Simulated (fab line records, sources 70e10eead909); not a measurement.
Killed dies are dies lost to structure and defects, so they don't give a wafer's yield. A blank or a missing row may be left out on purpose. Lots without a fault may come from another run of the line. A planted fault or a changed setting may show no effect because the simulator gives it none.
Which tool did it? | flow nand_harc | 24 lots, 72 wafers sampled, at 6 steps of a route of 1302

WHAT THE GAUGES READ, wafer by wafer
NHARC_P_M1_INSPECT_27. Usual: raw_defect_count 290, standard deviation 100.
lot  | measured     | on                | raw_defect_count | flag
L075 | day 6 13:27  | defect_inspect-01 | 407 340 426      |
L074 | day 6 14:35  | defect_inspect-01 | 286 239 536      |
L076 | day 7 03:55  | defect_inspect-01 | 237 234 138      |
L077 | day 7 17:30  | defect_inspect-01 | 169 317 127      |
L078 | day 8 02:43  | defect_inspect-01 | 391 249 255      |
L079 | day 8 13:22  | defect_inspect-01 | 214 192 227      |
L080 | day 9 01:57  | defect_inspect-02 | 233 388 322      |
L081 | day 9 10:46  | defect_inspect-01 | 257 314 329      |
L082 | day 9 20:46  | defect_inspect-02 | 197 236 225      |
L083 | day 10 01:25 | defect_inspect-01 | 298 297 448      |
L084 | day 10 10:34 | defect_inspect-02 | 213 201 160      |
L085 | day 11 00:47 | defect_inspect-01 | 653 344 318      |
L086 | day 11 11:52 | defect_inspect-02 | 343 308 175      |
L087 | day 11 15:08 | defect_inspect-02 | 239 244 557      |
L088 | day 12 14:47 | defect_inspect-01 | 271 471 255      |
L089 | day 12 15:38 | defect_inspect-02 | 565 416 223      |
L090 | day 13 06:59 | defect_inspect-02 | 186 304 190      |
L091 | day 13 14:57 | defect_inspect-01 | 212 299 276      |
L092 | day 13 20:30 | defect_inspect-02 | 305 355 268      |
L093 | day 14 08:37 | defect_inspect-01 | 375 290 324      |
L094 | day 15 00:14 | defect_inspect-01 | 274 317 184      |
L095 | day 15 00:32 | defect_inspect-02 | 292 175 271      |
L096 | day 15 09:35 | defect_inspect-01 | 178 311 421      |
L097 | day 15 18:36 | defect_inspect-01 | 209 418 203      |

NHARC_P_M2_OVL_MEAS_10: pitch 340 nm. Usual: overlay_x_nm 0.3 nm, standard deviation 0.79; overlay_y_nm -0.2 nm, standard deviation 0.68.
lot  | measured     | on         | overlay_x_nm (nm) | overlay_y_nm (nm) | flag
L075 | day 6 14:49  | overlay-02 | 1.3 1.2 1.0       | -1.3 -0.4 -0.7    |
L074 | day 6 16:05  | overlay-02 | -0.5 -0.5 -0.5    | 0.6 0.9 0.3       |
L076 | day 7 05:23  | overlay-01 | 0.3 0.0 0.7       | -0.1 -0.2 -0.3    |
L077 | day 7 18:59  | overlay-01 | 0.0 0.1 0.4       | -0.6 -1.6 -0.4    |
L078 | day 8 04:11  | overlay-02 | -0.6 -0.9 -0.5    | -1.3 -1.5 -1.4    |
L079 | day 8 14:44  | overlay-02 | -1.8 -1.1 -0.9    | 0.4 0.1 0.4       |
L080 | day 9 03:29  | overlay-02 | 0.6 0.0 0.3       | -0.4 -1.0 -0.5    |
L081 | day 9 12:14  | overlay-01 | 1.0 1.7 1.0       | 0.1 -0.2 -0.7     |
L082 | day 9 22:13  | overlay-02 | 0.2 0.6 0.7       | -0.4 -1.1 -0.8    |
L083 | day 10 02:53 | overlay-02 | 0.4 0.5 0.8       | -0.7 -0.8 -0.8    |
L084 | day 10 11:56 | overlay-01 | -0.2 -0.6 -0.7    | 0.3 0.2 0.2       |
L085 | day 11 02:16 | overlay-01 | -0.2 -0.5 -0.3    | -0.8 -0.3 -0.4    |
L086 | day 11 13:17 | overlay-01 | -0.8 -0.8 -0.1    | -0.7 -0.6 -0.5    |
L087 | day 11 16:37 | overlay-02 | -0.7 0.0 -0.3     | 0.4 0.7 0.7       |
L088 | day 12 16:07 | overlay-01 | 0.7 1.1 0.6       | -0.1 0.3 0.7      |
L089 | day 12 16:59 | overlay-01 | 1.1 1.4 1.3       | -0.6 -0.7 -0.6    |
L090 | day 13 08:21 | overlay-01 | -0.3 -0.8 0.1     | -1.6 -1.0 -1.0    |
L091 | day 13 16:19 | overlay-01 | 0.4 0.8 0.5       | -0.8 -0.4 -1.3    |
L092 | day 13 21:59 | overlay-02 | -1.3 -0.6 -0.6    | 0.3 0.7 0.7       |
L093 | day 14 10:05 | overlay-02 | 1.0 1.2 1.0       | 0.3 0.3 0.7       |
L094 | day 15 01:43 | overlay-01 | 0.8 1.0 1.5       | 0.2 -0.1 -0.7     |
L095 | day 15 01:58 | overlay-01 | 1.1 1.4 1.4       | 0.7 0.1 0.1       |
L096 | day 15 11:05 | overlay-02 | -0.4 -0.4 -0.1    | -1.5 -1.4 -0.3    |
L097 | day 15 19:58 | overlay-01 | 0.5 1.1 0.5       | 1.1 1.0 0.3       |

NHARC_P_M2_CD_MEAS_16. Usual: cd_nm 170.2 nm, standard deviation 0.98.
lot  | measured     | on        | cd_nm (nm)        | flag
L075 | day 6 15:13  | cd_sem-03 | 170.4 169.7 170.4 |
L074 | day 6 16:29  | cd_sem-03 | 171.3 169.8 172.1 |
L076 | day 7 05:47  | cd_sem-01 | 169.8 170.3 168.9 |
L077 | day 7 19:23  | cd_sem-03 | 171.5 171.8 170.1 |
L078 | day 8 04:35  | cd_sem-01 | 170.6 170.2 170.5 |
L079 | day 8 15:08  | cd_sem-03 | 169.9 170.1 169.4 |
L080 | day 9 03:53  | cd_sem-02 | 167.5 169.9 168.5 |
L081 | day 9 12:40  | cd_sem-03 | 170.8 170.0 171.5 |
L082 | day 9 22:40  | cd_sem-03 | 170.1 169.5 169.0 |
L083 | day 10 03:17 | cd_sem-01 | 169.6 170.6 171.1 |
L084 | day 10 12:20 | cd_sem-03 | 170.0 170.3 169.2 |
L085 | day 11 02:40 | cd_sem-03 | 171.0 168.9 170.6 |
L086 | day 11 13:41 | cd_sem-02 | 168.9 169.9 169.5 |
L087 | day 11 17:00 | cd_sem-03 | 171.1 170.0 171.3 |
L088 | day 12 16:31 | cd_sem-02 | 171.0 170.9 172.0 |
L089 | day 12 17:24 | cd_sem-03 | 171.0 170.5 170.4 |
L090 | day 13 08:48 | cd_sem-02 | 170.6 171.2 170.5 |
L091 | day 13 16:45 | cd_sem-03 | 170.7 169.9 172.5 |
L092 | day 13 22:23 | cd_sem-02 | 170.7 169.3 169.0 |
L093 | day 14 10:29 | cd_sem-02 | 170.6 171.8 169.3 |
L094 | day 15 02:07 | cd_sem-02 | 170.2 169.1 169.8 |
L095 | day 15 02:22 | cd_sem-02 | 170.1 169.9 171.3 |
L096 | day 15 11:29 | cd_sem-03 | 167.7 169.7 169.5 |
L097 | day 15 20:22 | cd_sem-03 | 170.6 172.6 169.7 |

NHARC_P_M2_THK_MEAS_24: measures by xrf. Usual: thk_nm 144.8 nm, standard deviation 1.6.
lot  | measured     | on            | thk_nm (nm)       | flag
L075 | day 6 17:23  | film_metro-01 | 145.5 145.9 145.2 |
L074 | day 6 18:35  | film_metro-02 | 147.4 144.5 146.5 |
L076 | day 7 07:56  | film_metro-01 | 145.7 144.7 147.5 |
L077 | day 7 21:32  | film_metro-02 | 142.7 146.1 143.2 |
L078 | day 8 06:42  | film_metro-01 | 142.8 143.7 145.0 |
L079 | day 8 17:14  | film_metro-02 | 144.5 141.8 142.8 |
L080 | day 9 05:59  | film_metro-02 | 146.1 145.0 146.5 |
L081 | day 9 14:50  | film_metro-02 | 147.0 145.1 144.9 |
L082 | day 10 00:47 | film_metro-01 | 144.2 143.4 143.2 |
L083 | day 10 05:25 | film_metro-01 | 144.3 139.9 145.0 |
L084 | day 10 14:31 | film_metro-01 | 144.0 147.3 143.9 |
L085 | day 11 04:47 | film_metro-01 | 144.6 146.1 146.3 |
L086 | day 11 15:47 | film_metro-01 | 143.0 143.3 142.1 |
L087 | day 11 19:15 | film_metro-01 | 148.4 142.1 145.6 |
L088 | day 12 18:43 | film_metro-01 | 142.7 144.1 144.2 |
L089 | day 12 19:30 | film_metro-02 | 146.2 146.7 142.4 |
L090 | day 13 10:58 | film_metro-01 | 145.3 147.5 146.2 |
L091 | day 13 18:52 | film_metro-02 | 145.6 146.3 144.5 |
L092 | day 14 00:29 | film_metro-01 | 143.4 144.4 143.8 |
L093 | day 14 12:36 | film_metro-02 | 142.5 144.6 143.4 |
L094 | day 15 04:13 | film_metro-02 | 146.1 146.6 146.7 |
L095 | day 15 04:32 | film_metro-02 | 144.4 145.6 145.7 |
L096 | day 15 13:35 | film_metro-01 | 147.2 147.4 143.8 |
L097 | day 15 22:31 | film_metro-01 | 143.8 147.1 143.6 |

WHICH TOOL RAN EACH LOT (tool, then ch and the chambers of the sampled wafers, then the start)
lot  | NHARC_P_M2_ETCH_28                            | NHARC_P_M2_PVD_21
L075 | rie_diel-12 ch 0,3, day 6 17:23 or earlier    | pvd_sputter-03, day 6 17:23 or earlier
L074 | rie_diel-13 ch 1,3, day 6 18:35 or earlier    | pvd_sputter-01, day 6 18:35 or earlier
L076 | rie_diel-13 ch 0,3, day 7 07:56 or earlier    | pvd_sputter-02, day 7 07:56 or earlier
L077 | rie_diel-12 ch 1,2,3, day 7 21:32 or earlier  | pvd_sputter-01, day 7 21:32 or earlier
L078 | rie_diel-12 ch 1,2,3, day 8 06:42 or earlier  | pvd_sputter-01, day 8 06:42 or earlier
L079 | rie_diel-12 ch 0,2,3, day 8 17:14 or earlier  | pvd_sputter-02, day 8 17:14 or earlier
L080 | rie_diel-12 ch 0,1,3, day 9 05:59 or earlier  | pvd_sputter-03, day 9 05:59 or earlier
L081 | rie_diel-13 ch 0,1,2, day 9 14:50 or earlier  | pvd_sputter-03, day 9 14:50 or earlier
L082 | rie_diel-06 ch 2,3, day 10 00:47 or earlier   | pvd_sputter-02, day 10 00:47 or earlier
L083 | rie_diel-12 ch 0,1, day 10 05:25 or earlier   | pvd_sputter-03, day 10 05:25 or earlier
L084 | rie_diel-12 ch 0,2,3, day 10 14:31 or earlier | pvd_sputter-03, day 10 14:31 or earlier
L085 | rie_diel-12 ch 0,1,2, day 11 04:47 or earlier | pvd_sputter-01, day 11 04:47 or earlier
L086 | rie_diel-13 ch 0,2, day 11 15:47 or earlier   | pvd_sputter-02, day 11 15:47 or earlier
L087 | rie_diel-06 ch 0,1,3, day 11 19:15 or earlier | pvd_sputter-03, day 11 19:15 or earlier
L088 | rie_diel-13 ch 0,1,3, day 12 18:43 or earlier | pvd_sputter-01, day 12 18:43 or earlier
L089 | rie_diel-13 ch 0,1,3, day 12 19:30 or earlier | pvd_sputter-02, day 12 19:30 or earlier
L090 | rie_diel-12 ch 0,1,2, day 13 10:58 or earlier | pvd_sputter-01, day 13 10:58 or earlier
L091 | rie_diel-13 ch 0,1,3, day 13 18:52 or earlier | pvd_sputter-03, day 13 18:52 or earlier
L092 | rie_diel-13 ch 2,3, day 14 00:29 or earlier   | pvd_sputter-02, day 14 00:29 or earlier
L093 | rie_diel-12 ch 1,3, day 14 12:36 or earlier   | pvd_sputter-03, day 14 12:36 or earlier
L094 | rie_diel-06 ch 0,2,3, day 15 04:13 or earlier | pvd_sputter-01, day 15 04:13 or earlier
L095 | rie_diel-12 ch 1,2,3, day 15 04:32 or earlier | pvd_sputter-02, day 15 04:32 or earlier
L096 | rie_diel-06 ch 0,1,2, day 15 13:35 or earlier | pvd_sputter-01, day 15 13:35 or earlier
L097 | rie_diel-06 ch 0,2,3, day 15 22:31 or earlier | pvd_sputter-01, day 15 22:31 or earlier
- NHARC_P_M2_ETCH_28: etches the open film in CF4/N2, target depth 30 nm, time 72.99 s.
- NHARC_P_M2_PVD_21: deposits Cu, target thk 30 nm, time 20.49 s.

WHAT THE TOOLS THEMSELVES READ (means of the sampled wafers that have a number; where no wafer has one, the mark that the record gives instead)
NHARC_P_M2_ETCH_28. Usual: chamber_pressure_mTorr 29.997 mTorr, standard deviation 0.027; drypump_motor_current_A 5.8 A, standard deviation 0.59; oes_product_au 0.999 a.u., standard deviation 0.015; rf_vpp_V 314.1 V, standard deviation 1.6; showerhead_plenum_p_Torr 2.63 Torr, standard deviation 0.083; throttle_valve_pct 19.793 %, standard deviation 0.0086.
lot  | tool        | chamber_pressure_mTorr (mTorr) | drypump_motor_current_A (A) | oes_product_au (a.u.) | rf_vpp_V (V) | showerhead_plenum_p_Torr (Torr) | throttle_valve_pct (%) | flag
L075 | rie_diel-12 | 29.991                         | 5.7                         | 0.987                 | 313.5        | 2.62                            | 19.789                 |
L074 | rie_diel-13 | 29.997                         | 5.9                         | 0.996                 | 315.5        | 2.73                            | 19.792                 |
L076 | rie_diel-13 | 30.032                         | 6.2                         | 0.996                 | 316.1        | 2.70                            | 19.798                 |
L077 | rie_diel-12 | 30.008                         | 5.5                         | 1.010                 | 314.3        | 2.65                            | 19.793                 |
L078 | rie_diel-12 | 30.003                         | 5.5                         | 1.011                 | 314.5        | 2.65                            | 19.791                 |
L079 | rie_diel-12 | 29.993                         | 5.3                         | 0.994                 | 313.2        | 2.60                            | 19.796                 |
L080 | rie_diel-12 | 30.007                         | 5.6                         | 1.002                 | 314.7        | 2.63                            | 19.795                 |
L081 | rie_diel-13 | 30.018                         | 6.1                         | 1.008                 | 314.9        | 2.70                            | 19.791                 |
L082 | rie_diel-06 | 29.999                         | 6.7                         | 0.991                 | 314.1        | 2.61                            | 19.799                 |
L083 | rie_diel-12 | 30.007                         | 5.3                         | 0.988                 | 313.5        | 2.61                            | 19.802                 |
L084 | rie_diel-12 | 29.971                         | 5.3                         | 0.990                 | 313.4        | 2.60                            | 19.791                 |
L085 | rie_diel-12 | 29.994                         | 5.2                         | 0.990                 | 313.9        | 2.62                            | 19.795                 |
L086 | rie_diel-13 | 30.014                         | 6.3                         | 1.006                 | 315.0        | 2.67                            | 19.793                 |
L087 | rie_diel-06 | 29.983                         | 6.2                         | 0.998                 | 312.6        | 2.53                            | 19.792                 |
L088 | rie_diel-13 | 30.024                         | 6.0                         | 1.013                 | 314.9        | 2.71                            | 19.790                 |
L089 | rie_diel-13 | 29.997                         | 6.1                         | 1.013                 | 315.9        | 2.71                            | 19.794                 |
L090 | rie_diel-12 | 29.984                         | 5.3                         | 1.005                 | 314.2        | 2.62                            | 19.788                 |
L091 | rie_diel-13 | 30.017                         | 6.1                         | 1.007                 | 315.0        | 2.71                            | 19.795                 |
L092 | rie_diel-13 | 29.977                         | 5.8                         | 0.997                 | 314.2        | 2.59                            | 19.802                 |
L093 | rie_diel-12 | 29.996                         | 6.0                         | 1.006                 | 314.2        | 2.66                            | 19.793                 |
L094 | rie_diel-06 | 29.994                         | 6.6                         | 0.993                 | 313.4        | 2.56                            | 19.791                 |
L095 | rie_diel-12 | 30.010                         | 5.5                         | 1.007                 | 313.1        | 2.65                            | 19.792                 |
L096 | rie_diel-06 | 29.980                         | 6.2                         | 0.988                 | 311.6        | 2.50                            | 19.783                 |
L097 | rie_diel-06 | 30.011                         | 6.6                         | 1.000                 | 312.6        | 2.56                            | 19.804                 |

NHARC_P_M2_PVD_21. Usual: throttle_valve_pct 29.5 %, standard deviation 0.96.
lot  | tool           | throttle_valve_pct (%) | flag
L075 | pvd_sputter-03 | 29.7                   |
L074 | pvd_sputter-01 | 28.6                   |
L076 | pvd_sputter-02 | 28.8                   |
L077 | pvd_sputter-01 | 28.6                   |
L078 | pvd_sputter-01 | 28.6                   |
L079 | pvd_sputter-02 | 30.0                   |
L080 | pvd_sputter-03 | 29.9                   |
L081 | pvd_sputter-03 | 30.1                   |
L082 | pvd_sputter-02 | 29.0                   |
L083 | pvd_sputter-03 | 30.2                   |
L084 | pvd_sputter-03 | 30.1                   |
L085 | pvd_sputter-01 | 28.4                   |
L086 | pvd_sputter-02 | 29.6                   |
L087 | pvd_sputter-03 | 29.5                   |
L088 | pvd_sputter-01 | 29.4                   |
L089 | pvd_sputter-02 | 29.3                   |
L090 | pvd_sputter-01 | 28.8                   |
L091 | pvd_sputter-03 | 29.4                   |
L092 | pvd_sputter-02 | 29.6                   |
L093 | pvd_sputter-03 | 30.9                   |
L094 | pvd_sputter-01 | 30.0                   |
L095 | pvd_sputter-02 | 29.5                   |
L096 | pvd_sputter-01 | 29.4                   |
L097 | pvd_sputter-01 | 29.0                   |

THE ANSWER, worked out from the rows above alone
Rule: a lot is off if the mean of its wafers that have a number lies more than 3 standard deviations from the usual mean. A lot without any number at a reading at which 4 lots or more have one is off too. The other lots that the step has rows for count as sound. The gauges are gone through in route order, then the tools' own readings, and for those a lot's mean is taken as printed above. The first step at which some lot is off is used, and at that step the reading that is off furthest; a lot without a number counts as furthest.
No lot is off at any reading shown: from this, nothing can be told.

WHAT THE SIMULATOR HAD PUT IN
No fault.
